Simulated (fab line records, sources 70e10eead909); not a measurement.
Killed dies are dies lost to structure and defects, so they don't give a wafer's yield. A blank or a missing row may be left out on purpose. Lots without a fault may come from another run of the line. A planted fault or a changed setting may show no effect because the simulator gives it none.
Which tool did it? | flow nand_harc | 12 lots, 36 wafers sampled, at 6 steps of a route of 1159

WHAT THE GAUGES READ, wafer by wafer
NHARC_P_BONDPAD_THK_MEAS_20: measures by xrf.
lot  | measured     | on            | thk_nm (nm)
L865 | day 7 07:35  | film_metro-02 | 31.2 29.2 30.8
L866 | day 7 20:42  | film_metro-01 | 31.5 31.3 29.1
L868 | day 8 07:50  | film_metro-01 | 30.5 29.6 29.9
L875 | day 9 20:33  | film_metro-01 | 158.0 159.0 157.8
L877 | day 10 11:15 | film_metro-02 | 159.6 159.7 158.1
L876 | day 10 12:02 | film_metro-02 | 158.4 158.1 159.2
L878 | day 10 18:45 | film_metro-02 | 160.1 160.1 157.0
L879 | day 10 21:25 | film_metro-02 | 156.6 161.4 162.8
L880 | day 11 06:23 | film_metro-01 | 161.3 163.2 157.1
L881 | day 11 11:49 | film_metro-01 | 161.0 164.4 159.9
L882 | day 11 13:05 | film_metro-01 | 158.2 160.5 158.3
L883 | day 11 17:46 | film_metro-02 | 161.5 160.8 161.4

NHARC_END_SORT_01.
lot  | measured     | on        | defect_limited_yield (%) | killed_at_array | killed_at_other | killed_at_periphery | killed_dies | killed_open | killed_short | sort_bin_2_pct (%) | sort_bin_3_pct (%) | sort_bin_4_pct (%) | sort_n_pass | sort_rim_yield_pct (%) | sort_yield_pct (%)
L865 | day 19 21:07 | prober-01 | 0 0 0                    | 24 26 17        | 0 0 0           | 653 651 660         | 677 677 677 | 6 2 2       | 4 1 1        | 97.2 97.3 98.1     | 0 0.30 0.30        | 2.8 2.4 1.6        | 0 0 0       | 0 0 0                  | 0 0 0
L866 | day 20 07:07 | prober-02 | 0 0 0                    | 14 19 12        | 0 1 0           | 663 657 665         | 677 677 677 | 3 5 2       | 2 3 0        | 98.4 97.6 98.2     | 0 0.30 0           | 1.6 2.1 1.8        | 0 0 0       | 0 0 0                  | 0 0 0
L868 | day 21 01:43 | prober-02 | 0 0 0                    | 23 21 23        | 1 3 5           | 653 653 649         | 677 677 677 | 4 3 3       | 3 0 2        | 97.5 97.2 96.8     | 0.15 0.30 0        | 2.4 2.5 3.2        | 0 0 0       | 0 0 0                  | 0 0 0
L875 | day 22 08:22 | prober-01 | 95.0 94.8 94.8           | 32 33 31        | 1 0 1           | 1 2 3               | 34 35 35    | 1 2 1       | 3 1 2        | 1.0 1.8 1.3        | 0.44 0 0.15        | 3.5 3.4 3.7        | 643 642 642 | 92.5 93.4 98.1         | 95.0 94.8 94.8
L877 | day 24 01:56 | prober-01 | 94.1 95.0 94.7           | 35 23 29        | 1 1 1           | 4 10 6              | 40 34 36    | 5 2 4       | 0 0 1        | 2.4 1.5 1.6        | 0.59 0.44 0.15     | 3.0 3.1 3.5        | 637 643 641 | 94.3 93.4 94.3         | 94.1 95.0 94.7
L876 | day 24 09:44 | prober-01 | 94.5 96.5 95.1           | 26 16 22        | 0 0 1           | 11 8 10             | 37 24 33    | 4 2 1       | 0 3 1        | 1.8 0.7 0.9        | 0.30 0.30 0        | 3.4 2.5 4.0        | 640 653 644 | 96.2 96.2 96.2         | 94.5 96.5 95.1
L878 | day 24 01:55 | prober-02 | 95.6 94.8 94.1           | 29 32 36        | 1 1 0           | 0 2 4               | 30 35 40    | 3 2 4       | 1 4 2        | 1.2 0.9 1.5        | 0.30 0.44 0.30     | 3.0 3.8 4.1        | 647 642 637 | 97.2 94.3 92.5         | 95.6 94.8 94.1
L879 | day 24 09:38 | prober-02 | 95.1 96.3 95.4           | 29 25 28        | 0 0 1           | 4 0 2               | 33 25 31    | 5 3 3       | 4 0 2        | 1.5 0.7 1.6        | 0.15 0.30 0.30     | 3.2 2.7 2.7        | 644 652 646 | 99.1 96.2 95.3         | 95.1 96.3 95.4
L880 | day 25 01:31 | prober-01 | 92.3 90.5 94.2           | 50 62 37        | 0 0 1           | 2 2 1               | 52 64 39    | 2 3 1       | 2 5 2        | 3.7 4.1 1.2        | 0.15 0.59 0.44     | 3.8 4.7 4.1        | 625 613 638 | 89.6 95.3 92.5         | 92.3 90.5 94.2
L881 | day 24 18:15 | prober-02 | 94.7 95.1 94.8           | 35 33 33        | 1 0 1           | 0 0 1               | 36 33 35    | 2 2 1       | 0 3 2        | 1.8 2.1 1.5        | 0.30 0.15 0.59     | 3.2 2.7 3.1        | 641 644 642 | 98.1 96.2 96.2         | 94.7 95.1 94.8
L882 | day 24 19:15 | prober-01 | 96.3 98.1 96.8           | 20 12 19        | 1 0 0           | 4 1 3               | 25 13 22    | 4 4 5       | 6 2 4        | 1.3 0.7 0.9        | 0 0.15 0.15        | 2.4 1.0 2.2        | 652 664 655 | 98.1 97.2 94.3         | 96.3 98.1 96.8
L883 | day 25 01:19 | prober-02 | 95.7 95.9 94.7           | 19 19 22        | 1 0 1           | 9 9 13              | 29 28 36    | 5 3 2       | 1 0 2        | 1.3 1.2 1.3        | 0 0.15 0.30        | 3.0 2.8 3.7        | 648 649 641 | 98.1 92.5 96.2         | 95.7 95.9 94.7

WHICH TOOL RAN EACH LOT (tool, then ch and the chambers of the sampled wafers, then the start)
lot  | NHARC_P_M2_DEP_33               | NHARC_P_BONDPAD_PRE_CLEAN_26            | NHARC_P_BONDPAD_PVD_17                  | NHARC_P_BONDPAD_ECD_18
L865 | pecvd-02 ch 0,1,2, day 7 02:57  | pvd_sputter-01, day 7 06:32 or earlier  | pvd_sputter-01, day 7 06:32 or earlier  | ecd_cu-02 ch 0,1, day 7 06:32
L866 | pecvd-03 ch 0,2, day 7 16:27    | pvd_sputter-02, day 7 19:43 or earlier  | pvd_sputter-02, day 7 19:43 or earlier  | ecd_cu-01 ch 0, day 7 19:43
L868 | pecvd-03 ch 1,2, day 8 03:40    | pvd_sputter-02, day 8 06:41 or earlier  | pvd_sputter-02, day 8 06:41 or earlier  | ecd_cu-02 ch 0,1, day 8 06:41
L875 | pecvd-04 ch 0,1, day 9 16:28    | pvd_sputter-02, day 9 19:33 or earlier  | pvd_sputter-02, day 9 19:33 or earlier  | ecd_cu-01 ch 0, day 9 19:33
L877 | pecvd-04 ch 0,1,2, day 10 07:13 | pvd_sputter-01, day 10 10:13 or earlier | pvd_sputter-01, day 10 10:13 or earlier | ecd_cu-01 ch 0, day 10 10:13
L876 | pecvd-03 ch 0,1, day 10 07:46   | pvd_sputter-03, day 10 10:59 or earlier | pvd_sputter-03, day 10 10:59 or earlier | ecd_cu-01 ch 0,1, day 10 10:59
L878 | pecvd-03 ch 0,1,2, day 10 14:29 | pvd_sputter-03, day 10 17:41 or earlier | pvd_sputter-03, day 10 17:41 or earlier | ecd_cu-01 ch 0,1, day 10 17:41
L879 | pecvd-03 ch 0,1,2, day 10 16:56 | pvd_sputter-03, day 10 20:22 or earlier | pvd_sputter-03, day 10 20:22 or earlier | ecd_cu-01 ch 0,1, day 10 20:22
L880 | pecvd-02 ch 0,1,2, day 11 02:12 | pvd_sputter-02, day 11 05:22 or earlier | pvd_sputter-02, day 11 05:22 or earlier | ecd_cu-01 ch 0,1, day 11 05:22
L881 | pecvd-02 ch 1,2, day 11 07:37   | pvd_sputter-01, day 11 10:50 or earlier | pvd_sputter-01, day 11 10:50 or earlier | ecd_cu-02 ch 1, day 11 10:50
L882 | pecvd-03 ch 0,1, day 11 08:44   | pvd_sputter-03, day 11 12:08 or earlier | pvd_sputter-03, day 11 12:08 or earlier | ecd_cu-01 ch 0,1, day 11 12:08
L883 | pecvd-03 ch 0,1, day 11 13:29   | pvd_sputter-01, day 11 16:41 or earlier | pvd_sputter-01, day 11 16:41 or earlier | ecd_cu-01 ch 0,1, day 11 16:41
- NHARC_P_M2_DEP_33: deposits SiCN, target thk 30 nm.
- NHARC_P_BONDPAD_PRE_CLEAN_26: time 30 s.
- NHARC_P_BONDPAD_PVD_17: deposits TaN, target thk 5 nm, time 8.06 s.
- NHARC_P_BONDPAD_ECD_18: material Cu, target thk 400 nm.

WHAT THE TOOLS THEMSELVES READ (means of the sampled wafers that have a number; where no wafer has one, the mark that the record gives instead)
NHARC_P_M2_DEP_33.
lot  | tool     | heater_power_w (W)
L865 | pecvd-02 | 589
L866 | pecvd-03 | 592
L868 | pecvd-03 | 600
L875 | pecvd-04 | 487
L877 | pecvd-04 | 496
L876 | pecvd-03 | 600
L878 | pecvd-03 | 612
L879 | pecvd-03 | 620
L880 | pecvd-02 | 538
L881 | pecvd-02 | 485
L882 | pecvd-03 | 652
L883 | pecvd-03 | 546

NHARC_P_BONDPAD_PRE_CLEAN_26.
lot  | tool           | heater_power_w (W)
L865 | pvd_sputter-01 | 457
L866 | pvd_sputter-02 | 383
L868 | pvd_sputter-02 | 428
L875 | pvd_sputter-02 | 382
L877 | pvd_sputter-01 | 423
L876 | pvd_sputter-03 | 360
L878 | pvd_sputter-03 | 381
L879 | pvd_sputter-03 | 388
L880 | pvd_sputter-02 | 400
L881 | pvd_sputter-01 | 421
L882 | pvd_sputter-03 | 405
L883 | pvd_sputter-01 | 420

NHARC_P_BONDPAD_PVD_17.
lot  | tool           | throttle_valve_pct (%)
L865 | pvd_sputter-01 | 31.0
L866 | pvd_sputter-02 | 29.1
L868 | pvd_sputter-02 | 28.8
L875 | pvd_sputter-02 | 28.8
L877 | pvd_sputter-01 | 30.4
L876 | pvd_sputter-03 | 29.1
L878 | pvd_sputter-03 | 29.6
L879 | pvd_sputter-03 | 29.7
L880 | pvd_sputter-02 | 29.9
L881 | pvd_sputter-01 | 30.2
L882 | pvd_sputter-03 | 29.7
L883 | pvd_sputter-01 | 31.6

NHARC_P_BONDPAD_ECD_18.
lot  | tool      | bath_heat_duty_pct (%) | bath_temp_c (C)
L865 | ecd_cu-02 | -                      | -
L866 | ecd_cu-01 | -                      | -
L868 | ecd_cu-02 | -                      | -
L875 | ecd_cu-01 | 6.5                    | 25.06
L877 | ecd_cu-01 | 5.9                    | 24.94
L876 | ecd_cu-01 | 6.2                    | 25.02
L878 | ecd_cu-01 | 6.5                    | 25.00
L879 | ecd_cu-01 | 6.6                    | 24.91
L880 | ecd_cu-01 | 5.7                    | 25.04
L881 | ecd_cu-02 | 7.3                    | 25.06
L882 | ecd_cu-01 | 6.2                    | 25.02
L883 | ecd_cu-01 | 6.4                    | 24.95

THE ANSWER, worked out from the rows above alone
Rule: what is usual is taken from the lots themselves. Put in order of their means at a reading, lots are off if they are a third of the lots or fewer, leave a main group of 4 or more, and stand apart from it by a gap of 3 or more times the standard deviation of the main group's means; of several such gaps the widest counts. A main group whose means are all the same, to the digits that the tables above print for the reading, isn't used. A lot without any number at a reading at which 4 lots or more have one is off too. The other lots that the step has rows for count as sound. The gauges are gone through in route order, then the tools' own readings, and for those a lot's mean is taken as printed above. The first step at which some lot is off is used, and at that step the reading that is off furthest; a lot without a number counts as furthest.
Off: L865, L866, L868, at NHARC_P_BONDPAD_THK_MEAS_20 (thk_nm). The main group: mean 159.8 nm, standard deviation 1.2.
A tool fits if, at a process step before that reading, it ran every lot that is off, and no sound lot after the first of them. The gauges at NHARC_P_BONDPAD_THK_MEAS_20 aren't tried: what is off there is off at NHARC_END_SORT_01 too, on other tools, and a gauge's error can't cause that. NHARC_P_BONDPAD_PRE_CLEAN_26 gives no start for some lots, so the hours and the order of its lots are those of NHARC_P_BONDPAD_ECD_18. NHARC_P_BONDPAD_PVD_17 gives no start for some lots, so the hours and the order of its lots are those of NHARC_P_BONDPAD_ECD_18. None of those tried fits.

WHAT THE SIMULATOR HAD PUT IN
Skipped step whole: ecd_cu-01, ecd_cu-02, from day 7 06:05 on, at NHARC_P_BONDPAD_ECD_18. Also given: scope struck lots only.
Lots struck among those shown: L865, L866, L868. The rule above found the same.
